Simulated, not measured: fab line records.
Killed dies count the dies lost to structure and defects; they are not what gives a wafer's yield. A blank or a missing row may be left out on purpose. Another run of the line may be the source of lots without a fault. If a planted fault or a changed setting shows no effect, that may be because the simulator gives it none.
Code-filled problem report in 8D (eight disciplines) form | flow n5-finfet | the parts of the form that need people (team, actions taken, sign-off) are left out

## 1. PROBLEM STATEMENT
RC_N at N5_BEOL_M4_RC_MEAS_101 reads a mean of 25.6 ohm.um on 6 wafers of 2 lots; wafers without a fault read 15.4 ohm.um with a standard deviation of 0.37. Measured from the usual mean, that is +27 standard deviations.
Seen first at day 9 05:44 on prober-01, wafer L747.3. At this step, 30 wafers from 10 lots have a number in the record. Rule for "out", or "out of limits": more than 4 standard deviations from the usual mean. The rest of the wafers with a number are treated as sound.

## 2. WHAT IT IS, AND WHAT IT ISN'T
question                    | is                                 | is not
which readings at this step | RC_N, RC_DENSE_N, RC_DENSE_P, RC_P | DIBL_N, DIBL_P, IOFF_N, IOFF_P, SS_N
which lots                  | L747, L750                         | L743, L744, L746, L752, L760, L761, L765, L766
which wafers of those lots  | all that have a number             | -
read on which gauges        | prober-01, prober-02               | -
when                        | from day 9 05:44                   | up to then (9 sound wafers); but 15 sound wafers of L752, L760, L761, L765, L766 came after

## 3. THE SUSPECTS, EACH WITH WHAT RULES IT OUT
Counting: any tool at a process step up to the reading is kept as a suspect provided that every lot that is out went through it and no sound lot did after the first of them.
- the gauge at N5_BEOL_M4_RC_MEAS_101 has been ruled out. Those wafers that are out were read across 2 gauges (prober-01, prober-02).
- rie-diel-06 at N5_MOL_CONTACT_COAG_CONTACT_ETCH_14 (etches SiO2 in C4F6/O2, target depth 27.5 nm, overetch 8.5 nm, time 20 s): kept. All lots that are out passed through it, beginning with L747 at day 5 21:04, and no sound lot followed; its final sound lot before that point was L746 at day 5 10:51. Its own readings are out on those wafers: rf-fwd-power-W, rf-vpp-V.
- ald-metal-01 at N5_MOL_CONTACT_COAG_ALD_20 (deposits TiN, target thk 1.5 nm, pulse time 1 s, purge time 3 s): ruled out as a lasting fault. After its first lot that is out, L747 (day 5 21:59), sound lots L761 ran on it.
Remaining after the count: rie-diel-06 at N5_MOL_CONTACT_COAG_CONTACT_ETCH_14.

## 4. THE CAUSE (what the simulator had put in)
Drift in process parameters on rie-diel-06 at N5_MOL_CONTACT_COAG_CONTACT_ETCH_14, starting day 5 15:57. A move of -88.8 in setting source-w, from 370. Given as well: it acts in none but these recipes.
The count eliminated every tool but this one.

## 5. SEQUENCE OF EFFECTS, ordered by route
Each row: a reading where the mean over the struck wafers with a number is more than 3 standard deviations away from the usual. Only readings whose record carries a usual standard deviation are examined. hours: median over the lots of the time between each lot's start at the first step of this table that gives one and its start at this step. sigmas: the change, counted in usual standard deviations.
hours | step                                | reading        | usual        | on struck wafers | change | sigmas
0     | N5_MOL_CONTACT_COAG_CONTACT_ETCH_14 | rf-fwd-power-W | 364.3 W      | 275.5            | -88.8  | -47
0     | N5_MOL_CONTACT_COAG_CONTACT_ETCH_14 | rf-vpp-V       | 692 V        | 750              | +58    | +18
81    | N5_BEOL_M4_RC_MEAS_101              | RC_DENSE_N     | 18.9 ohm.um  | 31.3             | +12.4  | +27
81    | N5_BEOL_M4_RC_MEAS_101              | RC_DENSE_P     | 23.6 ohm.um  | 38.9             | +15.3  | +24
81    | N5_BEOL_M4_RC_MEAS_101              | RC_N           | 15.4 ohm.um  | 25.6             | +10.2  | +27
81    | N5_BEOL_M4_RC_MEAS_101              | RC_P           | 19.3 ohm.um  | 31.7             | +12.4  | +24
81    | N5_BEOL_M4_RC_MEAS_101              | REXT_N         | 74.9 ohm.um  | 83.2             | +8.3   | +5.2
81    | N5_BEOL_M4_RC_MEAS_101              | REXT_P         | 100.6 ohm.um | 110.6            | +10.0  | +4.2
Process steps it contains:
- N5_MOL_CONTACT_COAG_CONTACT_ETCH_14: etches SiO2 in C4F6/O2, target depth 27.5 nm, overetch 8.5 nm, time 20 s.

## 6. HOW IT WOULD HAVE BEEN CAUGHT EARLIER
86 hours passed between the start of the fault at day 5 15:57 and the first reading out of limits at a measuring or inspecting step in this record, taken at day 9 05:44.
Tool's own readings at N5_MOL_CONTACT_COAG_CONTACT_ETCH_14, rf-fwd-power-W, rf-vpp-V: out on all struck wafers the step has rows for; an alarm limit on them would have tripped on the first.
The start of N5_MOL_CONTACT_COAG_CONTACT_ETCH_14 on rie-diel-06 came by day 9 05:44 for every one of the lots that are out (2). None of them would have been spared by holding the tool at that moment.
